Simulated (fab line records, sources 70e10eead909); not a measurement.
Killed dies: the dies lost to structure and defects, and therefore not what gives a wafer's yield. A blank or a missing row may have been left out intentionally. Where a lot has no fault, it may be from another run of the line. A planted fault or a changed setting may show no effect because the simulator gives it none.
fab line records	flow nandHarc
record lots=12	wafers=36	lastDay=34
route steps=1302 shown A_M0@1168 A_M1@1183 END@1302
lots that met no fault: from a run of the same line without faults
startH: start of the lot's first displayed wafer, in hours after the record's first day	waitH: how many hours have passed since the lot's step before this one	" unchanged from the row above	L1.1+2: one row covering several wafers at once	- value missing, or start not given	* or withheld: withheld	< > ~ a bound
route shown NAME@n: names a module that has steps shown in the file, with the first one's number in the route	usual: mean and standard deviation over wafers with no fault	same: alike in all rows	chamber/n: place in a boat	sites: per-site readings	_std_site: how widely they spread, as a standard deviation	_edge_site: outer sites' mean less inner sites'	radiusMm: how far each site lies from the wafer's centre	mask NAME#n: copy n	behind: the tool/chamber that last shaped the wafer	hold: what put the lot on hold/how long, in hours/how the hold closed	device: names the non-switching transistor (n, p or np)	end of line: the same wafers' tests at the end of the route	a step with no rows: only its recipe	killed: count of dies lost to structure and defects at first sort (not the wafer's yield)	map: per-die view of a wafer (x killed, . not killed, _ where there is no die)
set.NAME: the run value of the setting; set.NAME@STEP: its run value at that earlier step	model.NAME: the simulator's own value behind a step, which no gauge read
route steps across a sampled set of lots; one table per step, one row per wafer
services: from which hour (startH, from the record's first day; less than 0 if before it) a tool's chamber was out of use, for how many hours, and why
## steps
# step NHARC_A_M0_DEP_32
# recipe targetThkA=300	tempC=370	targetThkNm=30	pressureTorr=3	flowSccm=200	rfW=450	material=SiCN
# usual heaterPowerW=605/88
lot.wafer	tool	chamber	startH	waitH	heaterPowerW
L434.2	pecvd-04	0	545.12	0.1	499
L434.6	"	1	"	"	552
L434.5	"	2	"	"	643
L441.1	pecvd-02	1	614.53	0.1	693
L441.2	"	0	"	"	676
L441.4	"	0	"	"	664
L443.2	pecvd-02	2	617.45	0.1	470
L443.4	"	1	"	"	614
L443.5	"	2	"	"	489
L445.2	pecvd-02	1	684.10	0.1	615
L445.1	"	2	"	"	538
L445.3	"	0	"	"	638
L447.2	pecvd-03	0	690.42	0.1	493
L447.5	"	1	"	"	519
L447.6	"	2	"	"	677
L450.3	pecvd-02	0	696.17	0.1	754
L450.2	"	2	"	"	540
L450.5	"	2	"	"	530
L448.1	pecvd-02	1	697.19	0.1	584
L448.3	"	0	"	"	741
L448.5	"	2	"	"	548
L449.1	pecvd-04	1	714.39	0.1	606
L449.4	"	2	"	"	690
L449.6	"	0	"	"	547
L451.3	pecvd-02	2	720.36	0.1	553
L451.6	"	2	"	"	555
L451.4	"	0	"	"	639
L452.1	pecvd-04	1	729.05	0.1	600
L452.5	"	0	"	"	538
L452.4	"	2	"	"	603
L454.3	pecvd-03	0	750.78	0.1	527
L454.4	"	2	"	"	794
L454.6	"	0	"	"	537
L453.3	pecvd-03	2	785.98	0.1	711
L453.2	"	0	"	"	508
L453.6	"	2	"	"	718
# step NHARC_A_M1_ETCH_35
# recipe targetDepthA=400	overetchA=120	timeS=43.94	ionEnergyEv=200	n2FlowSccm=150	h2FlowSccm=150	arFlowSccm=0	rfW=400	biasW=150	chemistry=N2/H2
# usual biasW=149.9/0.4	chamberPressureMTorr=30.001/0.03	drypumpMotorCurrentA=5.71/0.23	oesProductAu=1.002/0.0071	rfVppV=431.4/2.7	showerheadPlenumPTorr=2.07/0.095	throttleValvePct=14.171/0.0075
lot.wafer	tool	chamber	startH	waitH	biasW	chamberPressureMTorr	drypumpMotorCurrentA	oesProductAu	rfHoursCounterH	rfVppV	showerheadPlenumPTorr	throttleValvePct
L434.2	rieDiel-03	1	546.55	0.1	149.0	29.989	5.76	1.003	1.6	430.8	2.04	14.184
L434.5	"	1	"	"	150.1	29.983	5.73	0.992	-	431.7	2.04	14.166
L434.6	"	2	"	"	150.1	30.033	5.57	0.989	-	435.1	2.18	14.168
L441.4	rieDiel-10	0	616.02	0.1	150.7	30.030	6.22	0.997	0.9	427.1	1.92	14.174
L441.2	"	1	"	"	150.5	30.055	5.78	1.001	0.8	432.0	2.09	14.169
L441.1	"	3	"	"	149.6	30.008	5.40	0.999	0.5	431.8	2.05	14.170
L443.2	rieDiel-08	3	618.78	0.1	150.6	30.027	6.19	1.007	3.5	430.0	2.01	14.171
L443.5	"	1	"	"	149.5	29.967	5.45	1.019	-	432.1	2.13	14.163
L443.4	"	3	"	"	150.1	30.019	6.19	1.005	-	427.7	2.01	14.173
L445.3	rieDiel-03	1	685.60	0.1	150.2	29.978	5.76	1.012	0.6	431.1	2.04	14.177
L445.2	"	3	"	"	149.8	29.993	5.70	1.006	0.8	427.0	1.93	14.169
L445.1	"	0	"	"	149.6	29.987	5.75	0.997	0.7	433.9	2.18	14.182
L447.2	rieDiel-10	0	691.84	0.1	149.8	29.986	6.25	1.022	4.8	426.6	1.92	14.168
L447.5	"	3	"	"	150.2	29.942	5.39	1.009	-	429.9	2.04	14.182
L447.6	"	0	"	"	150.0	30.008	6.20	1.011	-	427.7	1.92	14.180
L450.2	rieDiel-10	1	697.70	0.1	148.9	29.948	5.76	0.996	4.5	431.9	2.09	14.164
L450.3	"	3	"	"	149.9	30.010	5.39	1.002	4.9	430.0	2.04	14.170
L450.5	"	1	"	"	149.8	30.040	5.73	0.987	-	431.4	2.09	14.170
L448.3	rieDiel-10	2	698.70	0.1	149.9	29.969	5.61	1.006	4.3	433.6	2.18	14.165
L448.1	"	0	"	"	150.5	30.066	6.23	1.007	5.0	425.4	1.92	14.164
L448.5	"	2	"	"	149.8	29.990	5.62	1.000	-	435.0	2.18	14.164
L449.4	rieDiel-03	2	715.70	0.1	150.3	29.998	5.57	0.996	1.2	434.3	2.18	14.181
L449.1	"	1	"	"	150.3	29.989	5.76	1.004	1.1	429.3	2.04	14.171
L449.6	"	2	"	"	149.8	30.002	5.58	1.002	-	434.2	2.18	14.166
L451.3	rieDiel-08	3	721.70	0.1	149.9	30.011	6.16	1.007	9.9	429.0	2.01	14.173
L451.4	"	2	"	"	150.4	29.964	6.00	1.006	6.7	426.5	1.91	14.152
L451.6	"	3	"	"	149.9	30.046	6.17	1.007	-	430.6	2.01	14.169
L452.4	rieDiel-10	3	730.43	0.1	150.2	30.006	5.41	0.992	7.6	430.1	2.04	14.167
L452.1	"	0	"	"	150.0	30.016	6.27	0.995	7.6	428.0	1.92	14.156
L452.5	"	3	"	"	150.1	29.997	5.40	0.994	-	431.6	2.04	14.179
L454.4	rieDiel-03	1	752.25	0.1	150.3	29.948	5.77	1.005	2.0	430.6	2.04	14.175
L454.3	"	3	"	"	149.4	30.071	5.71	1.010	2.3	427.3	1.93	14.175
L454.6	"	0	"	"	150.2	29.966	5.74	1.004	-	434.3	2.18	14.168
L453.3	rieDiel-03	0	787.38	0.1	150.7	29.978	5.77	0.993	2.7	433.7	2.18	14.169
L453.2	"	2	"	"	149.5	30.026	5.58	1.002	2.7	433.8	2.18	14.164
L453.6	"	3	"	"	150.4	29.960	5.66	1.010	-	426.3	1.93	14.169
# step NHARC_A_M1_ETCH_15
# recipe targetDepthA=1825	timeS=91.2	c4f8FlowSccm=withheld	arFlowSccm=400	rfW=600	biasW=300	chemistry=C4F8/Ar
# usual biasW=300.1/0.87	chamberPressureMTorr=24.999/0.026	oesProductAu=0.956/0.023	rfVppV=441.8/2.7
lot.wafer	tool	chamber	startH	waitH	biasW	chamberPressureMTorr	oesProductAu	rfHoursCounterH	rfVppV
L434.2	rieDiel-03	2	546.66	-	301.8	25.006	0.963	1.6	443.6
L434.5	"	3	"	"	299.7	25.026	0.971	-	437.9
L434.6	"	0	"	"	299.5	24.988	0.976	-	444.5
L441.2	rieDiel-10	0	616.11	-	-	-	-	-	-
L441.1	"	1	"	"	-	-	-	-	-
L441.4	"	3	"	"	-	-	-	-	-
L443.2	rieDiel-08	1	618.87	-	-	-	-	-	-
L443.5	"	1	"	"	-	-	-	-	-
L443.4	"	3	"	"	-	-	-	-	-
L445.2	rieDiel-03	1	685.70	-	302.0	24.988	0.964	0.6	440.1
L445.1	"	2	"	"	298.9	24.995	0.970	0.7	444.3
L445.3	"	3	"	"	300.2	24.960	0.983	0.8	437.7
L447.2	rieDiel-10	1	691.92	-	300.9	25.010	0.931	4.3	442.5
L447.5	"	1	"	"	300.3	25.021	0.932	-	443.4
L447.6	"	2	"	"	300.1	24.970	0.921	-	444.6
L450.2	rieDiel-10	1	697.80	-	299.2	25.016	0.932	4.5	441.4
L450.3	"	3	"	"	299.2	25.001	0.931	4.9	441.4
L450.5	"	1	"	"	300.3	24.979	0.929	-	441.6
L448.3	rieDiel-10	0	698.79	-	298.7	24.995	0.966	5.0	437.2
L448.1	"	2	"	"	300.3	25.023	0.990	4.3	444.6
L448.5	"	1	"	"	299.7	24.980	0.963	-	442.5
L449.4	rieDiel-03	0	715.78	-	299.1	24.990	0.988	1.2	444.7
L449.1	"	3	"	"	299.4	25.005	0.965	1.4	437.3
L449.6	"	1	"	"	300.5	24.985	0.978	-	439.6
L451.4	rieDiel-08	2	721.79	-	300.3	24.991	0.985	6.7	436.5
L451.3	"	3	"	"	298.7	24.990	0.991	9.9	439.5
L451.6	"	3	"	"	299.6	25.023	0.987	-	439.6
L452.1	rieDiel-10	3	730.52	-	301.0	24.964	0.924	7.7	439.9
L452.4	"	1	"	"	299.9	25.040	0.930	7.2	445.0
L452.5	"	3	"	"	300.6	24.999	0.931	-	441.8
L454.3	rieDiel-03	1	752.33	-	299.5	24.986	0.975	2.0	440.9
L454.4	"	2	"	"	300.3	24.981	0.956	2.2	444.9
L454.6	"	2	"	"	299.6	24.990	0.961	-	445.2
L453.2	rieDiel-03	3	787.48	-	300.6	25.017	0.964	2.9	438.3
L453.3	"	0	"	"	299.5	24.978	0.972	2.7	444.8
L453.6	"	2	"	"	299.2	24.996	0.981	-	444.3
# step NHARC_A_M1_PRE_CLEAN_30
# recipe timeS=30	tempC=280	gas=H2/He
# usual heaterPowerW=413/36
lot.wafer	tool	chamber	startH	waitH	heaterPowerW
L434.2	pvdSputter-03	-	-	-	453
L434.5	"	-	"	"	368
L434.6	"	-	"	"	455
L441.2	pvdSputter-03	-	-	-	431
L441.1	"	-	"	"	455
L441.4	"	-	"	"	368
L443.4	pvdSputter-02	-	-	-	449
L443.2	"	-	"	"	352
L443.5	"	-	"	"	463
L445.2	pvdSputter-01	-	-	-	402
L445.3	"	-	"	"	381
L445.1	"	-	"	"	473
L447.2	pvdSputter-03	-	-	-	452
L447.5	"	-	"	"	457
L447.6	"	-	"	"	379
L450.2	pvdSputter-03	-	-	-	423
L450.3	"	-	"	"	366
L450.5	"	-	"	"	455
L448.3	pvdSputter-01	-	-	-	458
L448.1	"	-	"	"	378
L448.5	"	-	"	"	395
L449.1	pvdSputter-02	-	-	-	452
L449.4	"	-	"	"	362
L449.6	"	-	"	"	446
L451.3	pvdSputter-01	-	-	-	455
L451.4	"	-	"	"	404
L451.6	"	-	"	"	413
L452.1	pvdSputter-01	-	-	-	376
L452.4	"	-	"	"	385
L452.5	"	-	"	"	388
L454.3	pvdSputter-03	-	-	-	415
L454.4	"	-	"	"	349
L454.6	"	-	"	"	436
L453.3	pvdSputter-01	-	-	-	400
L453.2	"	-	"	"	402
L453.6	"	-	"	"	397
# step NHARC_END_SORT_01
# recipe tempC=25
# usual defectLimitedYield=90.8/2.2	killedAtArray=58/15	killedAtOther=0.8/1.2	killedAtPeriphery=3.5/2.5	killedDies=62/15	killedOpen=3.2/1.7	killedShort=2.4/1.5
# same grossDies=677
lot.wafer	tool	chamber	startH	waitH	hold	defectLimitedYield[%]	killedAtArray	killedAtOther	killedAtPeriphery	killedDies	killedOpen	killedShort
L434.2	prober-02	0	582.69	2.8	-	89.5	63	5	3	71	3	6
L434.5	prober-02	0	585.10	3.7	-	89.4	70	2	0	72	3	1
L434.6	prober-02	0	585.90	4.0	-	89.4	71	0	1	72	2	4
L441.1	prober-01	0	655.04	2.6	awaitDispo/4.1h/scrap	0	672	1	4	677	2	2
L441.2	prober-01	0	655.84	2.8	awaitDispo/4.1h/scrap	0	668	1	8	677	2	2
L441.4	prober-01	0	657.44	3.4	awaitDispo/4.1h/scrap	0	670	0	7	677	2	2
L443.2	prober-02	0	660.47	2.8	awaitDispo/1.7h/scrap	0	674	0	3	677	2	3
L443.4	prober-02	0	662.04	3.4	awaitDispo/1.7h/scrap	0	675	0	2	677	2	2
L443.5	prober-02	0	662.83	3.6	awaitDispo/1.7h/scrap	0	673	0	4	677	3	2
L445.1	prober-01	0	723.47	2.5	-	94.1	34	4	2	40	6	2
L445.2	prober-01	0	724.27	2.8	-	95.0	31	1	2	34	2	2
L445.3	prober-01	0	725.08	3.1	-	93.6	38	2	3	43	3	3
L447.2	prober-02	0	724.28	2.8	-	89.7	68	1	1	70	0	1
L447.5	prober-02	0	726.71	3.7	-	88.6	75	2	0	77	3	0
L447.6	prober-02	0	727.52	4.0	-	91.4	55	1	2	58	3	4
L448.1	prober-01	0	733.41	2.5	-	89.4	72	0	0	72	2	1
L448.3	prober-01	0	735.03	3.1	-	90.0	62	1	5	68	6	3
L448.5	prober-01	0	736.65	3.7	-	89.8	65	0	4	69	3	1
L450.2	prober-02	0	734.12	2.7	-	90.3	63	0	3	66	1	1
L450.3	prober-02	0	734.90	3.0	-	90.8	60	1	1	62	3	1
L450.5	prober-02	0	736.46	3.6	-	85.8	91	0	5	96	3	4
L449.1	prober-02	0	749.96	2.5	-	92.8	39	0	10	49	4	1
L449.4	prober-02	0	752.38	3.4	-	91.9	51	0	4	55	2	2
L449.6	prober-02	0	754.00	4.0	-	92.0	49	0	5	54	3	1
L451.3	prober-01	0	763.20	3.1	-	89.2	68	2	3	73	4	3
L451.4	prober-01	0	764.00	3.4	-	89.7	67	0	3	70	2	3
L451.6	prober-01	0	765.61	4.0	-	91.4	55	2	1	58	3	0
L452.1	prober-02	0	772.56	2.5	-	90.7	57	1	5	63	3	5
L452.4	prober-02	0	774.97	3.4	-	90.5	63	0	1	64	3	1
L452.5	prober-02	0	775.77	3.7	-	90.3	61	0	5	66	3	4
L454.3	prober-01	0	788.48	3.1	-	92.8	44	4	1	49	2	5
L454.4	prober-01	0	789.28	3.4	-	91.1	55	3	2	60	3	3
L454.6	prober-01	0	790.88	4.0	-	92.3	49	1	2	52	2	4
L453.2	prober-01	0	823.84	2.8	-	91.7	52	1	3	56	3	3
L453.3	prober-01	0	824.65	3.1	-	91.9	53	0	2	55	2	1
L453.6	prober-01	0	827.07	4.0	-	91.4	56	0	2	58	1	5
# killed by level:class
L434.2 A_CHANNEL_HOLE_D2:chamberFilmFlake=29 A_CHANNEL_HOLE_D1:chamberFilmFlake=25 THIN_TSV:chamberFilmFlake=4 A_CHANNEL_FILL_D1:chamberFilmFlake=2 P_CONTACT:geometricParticle:open=1 P_CONTACT:geometricParticle:short=1 A_ONON_D1:geometricParticle:short=1 A_CHANNEL_FILL_D1:geometricParticle:short=1
L434.5 A_CHANNEL_HOLE_D2:chamberFilmFlake=34 A_CHANNEL_HOLE_D1:chamberFilmFlake=29 A_DECK1_JOINT:geometricParticle:open=1 A_WL_FILL:geometricParticle:short=1 A_M0:geometricParticle:open=1 STARTING-WAFER:geometricParticle:open=1 A_ZERO_WELL:chamberFilmFlake=1 A_CHANNEL_FILL_D1:chamberFilmFlake=1
L434.6 A_CHANNEL_HOLE_D1:chamberFilmFlake=30 A_CHANNEL_HOLE_D2:chamberFilmFlake=27 A_WL_FILL:chamberFilmFlake=3 A_CHANNEL_FILL_D1:chamberFilmFlake=2 A_STAIRCASE:chamberFilmFlake=2 P_GATE:geometricParticle:short=1 A_ONON_D1:geometricParticle:short=1 A_DECK1_JOINT:geometricParticle:open=1
L441.1 A_M1:areaEtch=637 A_CHANNEL_HOLE_D2:chamberFilmFlake=14 A_CHANNEL_HOLE_D1:chamberFilmFlake=8 P_GATE:chamberFilmFlake=3 A_STAIRCASE:chamberFilmFlake=2 A_SLIT:chamberFilmFlake=2 A_M1:chamberFilmFlake=2 A_CHANNEL_FILL_D1:geometricParticle:open=1
L441.2 A_M1:areaEtch=636 A_CHANNEL_HOLE_D2:chamberFilmFlake=16 A_CHANNEL_HOLE_D1:chamberFilmFlake=5 P_STI:chamberFilmFlake=3 P_M0:geometricParticle:open=2 P_GATE:chamberFilmFlake=2 A_CHANNEL_FILL_D1:chamberFilmFlake=2 A_STAIRCASE:chamberFilmFlake=2
L441.4 A_M1:areaEtch=632 A_CHANNEL_HOLE_D2:chamberFilmFlake=14 A_CHANNEL_HOLE_D1:chamberFilmFlake=8 P_GATE:chamberFilmFlake=6 A_SLIT:chamberFilmFlake=4 A_CONTACT:chamberFilmFlake=3 A_CHANNEL_FILL_D2:chamberFilmFlake=2 P_M0:geometricParticle:open=1
L443.2 A_M1:areaEtch=594 A_CHANNEL_HOLE_D1:chamberFilmFlake=35 A_SLIT:chamberFilmFlake=33 A_STAIRCASE:chamberFilmFlake=3 P_BONDPAD:chamberFilmFlake=2 A_DECK1_JOINT:chamberFilmFlake=2 A_CHANNEL_FILL_D1:geometricParticle:short=1 A_ONON_D2:geometricParticle:short=1
L443.4 A_M1:areaEtch=600 A_CHANNEL_HOLE_D1:chamberFilmFlake=40 A_SLIT:chamberFilmFlake=26 A_CONTACT:chamberFilmFlake=2 A_ONON_D1:geometricParticle:open=1 A_CHANNEL_FILL_D1:geometricParticle:short=1 A_WL_FILL:geometricParticle:short=1 A_M0:geometricParticle:open=1
L443.5 A_M1:areaEtch=595 A_SLIT:chamberFilmFlake=33 A_CHANNEL_HOLE_D1:chamberFilmFlake=33 P_BONDPAD:chamberFilmFlake=2 A_STAIRCASE:chamberFilmFlake=2 A_CONTACT:chamberFilmFlake=2 A_ONON_D1:geometricParticle:open=1 A_ONON_D2:geometricParticle:short=1
L445.1 A_STAIRCASE:chamberFilmFlake=11 A_CHANNEL_HOLE_D1:chamberFilmFlake=6 A_SLIT:chamberFilmFlake=4 A_BONDPAD:chamberFilmFlake=4 A_ONON_D2:geometricParticle:open=3 THIN_TSV:chamberFilmFlake=3 P_M0:geometricParticle:open=1 A_ONON_D1:geometricParticle:short=1
L445.2 A_CHANNEL_HOLE_D1:chamberFilmFlake=10 A_STAIRCASE:chamberFilmFlake=6 A_SLIT:chamberFilmFlake=4 A_BONDPAD:chamberFilmFlake=4 A_DECK1_JOINT:geometricParticle:open=1 A_CHANNEL_FILL_D2:geometricParticle:short=1 A_M0:geometricParticle:open=1 A_WL_FILL:geometricParticle:short=1
L447.2 A_SLIT:chamberFilmFlake=31 A_CHANNEL_HOLE_D1:chamberFilmFlake=28 A_CHANNEL_FILL_D2:chamberFilmFlake=4 A_STAIRCASE:chamberFilmFlake=2 A_CHANNEL_HOLE_D2:geometricParticle:short=1 P_GATE:chamberFilmFlake=1 A_CHANNEL_HOLE_D2:chamberFilmFlake=1 A_BONDPAD:chamberFilmFlake=1
L445.3 A_STAIRCASE:chamberFilmFlake=11 A_CHANNEL_HOLE_D1:chamberFilmFlake=8 A_BONDPAD:chamberFilmFlake=6 A_CONTACT:chamberFilmFlake=4 A_CHANNEL_FILL_D2:geometricParticle:short=2 P_GATE:chamberFilmFlake=2 A_CHANNEL_HOLE_D2:chamberFilmFlake=2 A_M0:chamberFilmFlake=2
L447.5 A_CHANNEL_HOLE_D1:chamberFilmFlake=34 A_SLIT:chamberFilmFlake=33 A_CHANNEL_FILL_D2:chamberFilmFlake=2 A_STAIRCASE:chamberFilmFlake=2 A_CHANNEL_FILL_D2:geometricParticle:open=1 A_CONTACT:geometricParticle:open=1 STARTING-WAFER:geometricParticle:open=1 A_WL_FILL:chamberFilmFlake=1
L447.6 A_CHANNEL_HOLE_D1:chamberFilmFlake=23 A_SLIT:chamberFilmFlake=22 A_SOURCE_PLATE:geometricParticle:short=2 A_SOURCE_PLATE:geometricParticle:open=2 A_SGD_CUT:chamberFilmFlake=2 P_M1:geometricParticle:open=1 A_ONON_D2:geometricParticle:short=1 A_SLIT:geometricParticle:short=1
L448.1 A_CHANNEL_HOLE_D1:chamberFilmFlake=30 A_CHANNEL_HOLE_D2:chamberFilmFlake=22 A_SLIT:chamberFilmFlake=8 A_CONTACT:chamberFilmFlake=4 A_STAIRCASE:chamberFilmFlake=3 A_WL_FILL:chamberFilmFlake=2 A_ONON_D2:geometricParticle:open=1 A_WL_FILL:geometricParticle:open=1
L450.2 A_SLIT:chamberFilmFlake=28 A_CHANNEL_HOLE_D2:chamberFilmFlake=18 A_CONTACT:chamberFilmFlake=5 A_CHANNEL_HOLE_D1:chamberFilmFlake=4 A_CHANNEL_FILL_D2:chamberFilmFlake=3 A_STAIRCASE:chamberFilmFlake=3 P_GATE:chamberFilmFlake=2 A_SOURCE_PLATE:geometricParticle:short=1
L450.3 A_SLIT:chamberFilmFlake=25 A_CHANNEL_HOLE_D2:chamberFilmFlake=15 A_CHANNEL_HOLE_D1:chamberFilmFlake=5 A_CONTACT:chamberFilmFlake=4 A_CHANNEL_FILL_D2:chamberFilmFlake=3 A_STAIRCASE:chamberFilmFlake=3 A_ZERO_WELL:chamberFilmFlake=2 A_SOURCE_PLATE:geometricParticle:short=1
L448.3 A_CHANNEL_HOLE_D1:chamberFilmFlake=27 A_CHANNEL_HOLE_D2:chamberFilmFlake=20 A_SLIT:chamberFilmFlake=5 A_CONTACT:chamberFilmFlake=3 A_STAIRCASE:chamberFilmFlake=2 P_STI:geometricParticle:short=1 P_CONTACT:geometricParticle:short=1 P_CONTACT:geometricParticle:open=1
L450.5 A_SLIT:chamberFilmFlake=35 A_CHANNEL_HOLE_D2:chamberFilmFlake=25 A_CHANNEL_HOLE_D1:chamberFilmFlake=10 A_CONTACT:chamberFilmFlake=7 A_STAIRCASE:chamberFilmFlake=6 P_GATE:chamberFilmFlake=3 A_WL_FILL:geometricParticle:open=2 A_CHANNEL_FILL_D2:chamberFilmFlake=2
L448.5 A_CHANNEL_HOLE_D1:chamberFilmFlake=27 A_CHANNEL_HOLE_D2:chamberFilmFlake=23 A_CONTACT:chamberFilmFlake=9 P_GATE:chamberFilmFlake=2 P_M0:geometricParticle:open=1 A_CHANNEL_HOLE_D1:geometricParticle:open=1 A_CHANNEL_FILL_D1:geometricParticle:short=1 A_CHANNEL_FILL_D1:geometricParticle:open=1
L449.1 A_CHANNEL_HOLE_D1:chamberFilmFlake=25 P_STI:chamberFilmFlake=5 A_SLIT:chamberFilmFlake=4 A_WL_FILL:chamberFilmFlake=3 A_CHANNEL_FILL_D2:geometricParticle:open=2 P_M0:chamberFilmFlake=2 A_BLC:geometricParticle:open=1 A_M0:geometricParticle:open=1
L449.4 A_CHANNEL_HOLE_D1:chamberFilmFlake=39 A_SLIT:chamberFilmFlake=4 P_STI:chamberFilmFlake=3 A_WL_FILL:geometricParticle:short=2 A_M0:chamberFilmFlake=2 A_ONON_D2:geometricParticle:open=1 A_CHANNEL_FILL_D2:geometricParticle:open=1 P_CONTACT:chamberFilmFlake=1
L449.6 A_CHANNEL_HOLE_D1:chamberFilmFlake=33 P_STI:chamberFilmFlake=3 A_M0:chamberFilmFlake=3 A_ONON_D2:geometricParticle:open=2 A_CHANNEL_FILL_D1:chamberFilmFlake=2 A_CONTACT:chamberFilmFlake=2 A_CHANNEL_FILL_D1:geometricParticle:open=1 A_ONON_D2:geometricParticle:short=1
L451.3 A_CHANNEL_HOLE_D2:chamberFilmFlake=28 A_CHANNEL_HOLE_D1:chamberFilmFlake=13 A_CONTACT:chamberFilmFlake=10 A_SLIT:chamberFilmFlake=8 A_WL_FILL:chamberFilmFlake=2 THIN_TSV:chamberFilmFlake=2 P_CONTACT:geometricParticle:open=1 P_M0:geometricParticle:open=1
L451.4 A_CHANNEL_HOLE_D2:chamberFilmFlake=25 A_CHANNEL_HOLE_D1:chamberFilmFlake=17 A_SLIT:chamberFilmFlake=9 A_CONTACT:chamberFilmFlake=6 P_GATE:geometricParticle:short=2 A_ZERO_WELL:chamberFilmFlake=2 A_STAIRCASE:chamberFilmFlake=2 A_WL_FILL:chamberFilmFlake=2
L451.6 A_CHANNEL_HOLE_D2:chamberFilmFlake=19 A_CONTACT:chamberFilmFlake=12 A_CHANNEL_HOLE_D1:chamberFilmFlake=9 A_SLIT:chamberFilmFlake=4 A_STAIRCASE:chamberFilmFlake=4 A_WL_FILL:chamberFilmFlake=4 THIN_TSV:chamberFilmFlake=2 P_M0:geometricParticle:open=1
L452.1 A_SLIT:chamberFilmFlake=26 A_CHANNEL_HOLE_D1:chamberFilmFlake=10 A_CHANNEL_HOLE_D2:chamberFilmFlake=6 A_WL_FILL:chamberFilmFlake=3 A_WL_FILL:geometricParticle:short=2 P_ZERO_WELL:chamberFilmFlake=2 P_GATE:chamberFilmFlake=2 A_ZERO_WELL:chamberFilmFlake=2
L452.4 A_SLIT:chamberFilmFlake=29 A_CHANNEL_HOLE_D1:chamberFilmFlake=21 A_CHANNEL_HOLE_D2:chamberFilmFlake=3 A_CHANNEL_FILL_D1:chamberFilmFlake=2 A_CONTACT:chamberFilmFlake=2 A_CHANNEL_HOLE_D1:geometricParticle:short=1 A_DECK1_JOINT:geometricParticle:open=1 A_ONON_D2:geometricParticle:open=1
L452.5 A_SLIT:chamberFilmFlake=30 A_CHANNEL_HOLE_D2:chamberFilmFlake=10 A_CHANNEL_HOLE_D1:chamberFilmFlake=9 A_CHANNEL_FILL_D1:chamberFilmFlake=4 A_ONON_D2:geometricParticle:short=2 P_GATE:chamberFilmFlake=2 P_GATE:geometricParticle:open=1 P_M0:geometricParticle:short=1
L454.3 A_CHANNEL_HOLE_D1:chamberFilmFlake=16 A_SLIT:chamberFilmFlake=7 A_CONTACT:chamberFilmFlake=5 A_BLC:chamberFilmFlake=4 A_CHANNEL_HOLE_D2:chamberFilmFlake=3 A_CHANNEL_FILL_D2:geometricParticle:short=2 STARTING-WAFER:geometricParticle:short=2 A_ZERO_WELL:chamberFilmFlake=2
L454.4 A_CHANNEL_HOLE_D1:chamberFilmFlake=29 A_SLIT:chamberFilmFlake=11 A_CONTACT:chamberFilmFlake=4 P_CONTACT:geometricParticle:open=2 HYBRID_BOND:chamberFilmFlake=2 A_DECK1_JOINT:chamberFilmFlake=2 A_STAIRCASE:chamberFilmFlake=2 A_BLC:chamberFilmFlake=2
L454.6 A_CHANNEL_HOLE_D1:chamberFilmFlake=20 A_SLIT:chamberFilmFlake=11 A_CONTACT:chamberFilmFlake=4 A_ZERO_WELL:chamberFilmFlake=3 A_DECK1_JOINT:chamberFilmFlake=2 A_CHANNEL_HOLE_D2:chamberFilmFlake=2 A_BLC:chamberFilmFlake=2 P_M2:geometricParticle:open=1
L453.2 A_SLIT:chamberFilmFlake=39 A_CONTACT:chamberFilmFlake=4 A_CHANNEL_FILL_D1:chamberFilmFlake=2 A_ONON_D1:geometricParticle:short=1 A_ONON_D1:geometricParticle:open=1 A_CHANNEL_FILL_D1:geometricParticle:open=1 A_WL_FILL:geometricParticle:open=1 A_BLC:geometricParticle:short=1
L453.3 A_SLIT:chamberFilmFlake=34 A_CHANNEL_HOLE_D2:chamberFilmFlake=5 A_STAIRCASE:chamberFilmFlake=5 A_CONTACT:chamberFilmFlake=3 A_WL_FILL:chamberFilmFlake=2 P_BONDPAD:chamberFilmFlake=2 A_CHANNEL_FILL_D1:geometricParticle:open=1 A_DECK1_JOINT:geometricParticle:open=1
L453.6 A_SLIT:chamberFilmFlake=35 A_CONTACT:chamberFilmFlake=6 A_STAIRCASE:chamberFilmFlake=5 A_DECK1_JOINT:geometricParticle:short=3 A_M1:chamberFilmFlake=2 P_M2:geometricParticle:open=1 A_CHANNEL_FILL_D1:geometricParticle:short=1 A_ONON_D2:geometricParticle:short=1
## services
tool	chamber	startH	hours	kind
pvdSputter-03	-	526.00	10.0	pm
rieDiel-08	2	543.72	8.3	repair
rieDiel-08	-	544.80	9.0	pm
rieDiel-03	2	571.53	16.5	repair
pvdSputter-01	-	580.46	1.2	repair
rieDiel-03	-	581.51	0.2	repair
pvdSputter-01	-	584.16	10.0	pm
rieDiel-03	3	584.47	3.3	repair
pecvd-02	-	589.35	13.0	pm
rieDiel-10	-	596.50	9.0	pm
rieDiel-10	2	619.67	6.2	repair
pvdSputter-03	-	625.27	1.1	repair
rieDiel-03	-	635.47	9.0	pm
pvdSputter-03	-	656.35	7.7	repair
pvdSputter-01	-	667.92	2.1	repair
pvdSputter-03	-	704.00	10.0	pm
pvdSputter-01	-	714.06	1.1	repair
rieDiel-03	2	725.61	2.5	repair
rieDiel-10	0	743.62	16.5	repair
pvdSputter-01	-	762.16	10.0	pm
pecvd-02	-	770.35	13.0	pm
rieDiel-10	-	773.50	9.0	pm
rieDiel-03	2	775.93	2.8	repair
rieDiel-10	2	786.25	7.6	repair
## key
firstSign step=NHARC_A_M1_ETCH_15	reading=toolRecord	direction=missing
effect step=NHARC_END_SORT_01	reading=defectLimitedYield	direction=down	sigmas=42	usual=90.8	struck=0
moreKillsBornAt NHARC_A_M1_ETCH_15@rieDiel-10=1906	NHARC_A_M1_ETCH_15@rieDiel-08=1789
metAt NHARC_A_M1_ETCH_15
struckLots L441,L443
laterRowsLeftOut L441.1,L441.2,L441.4,L443.2,L443.4,L443.5
notActingAt NHARC_A_M0_DEP_32,NHARC_A_M1_ETCH_35,NHARC_A_M1_PRE_CLEAN_30
fault kind=skippedStepWhole	tool=rieDiel-08,rieDiel-10	chamber=-	onsetH=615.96	steps=NHARC_A_M1_ETCH_15	scope=struckLotsOnly
# laterRowsLeftOut: the simulator's readings of these wafers behind a module that went badly wrong aren't trusted and aren't shown, but for the sort
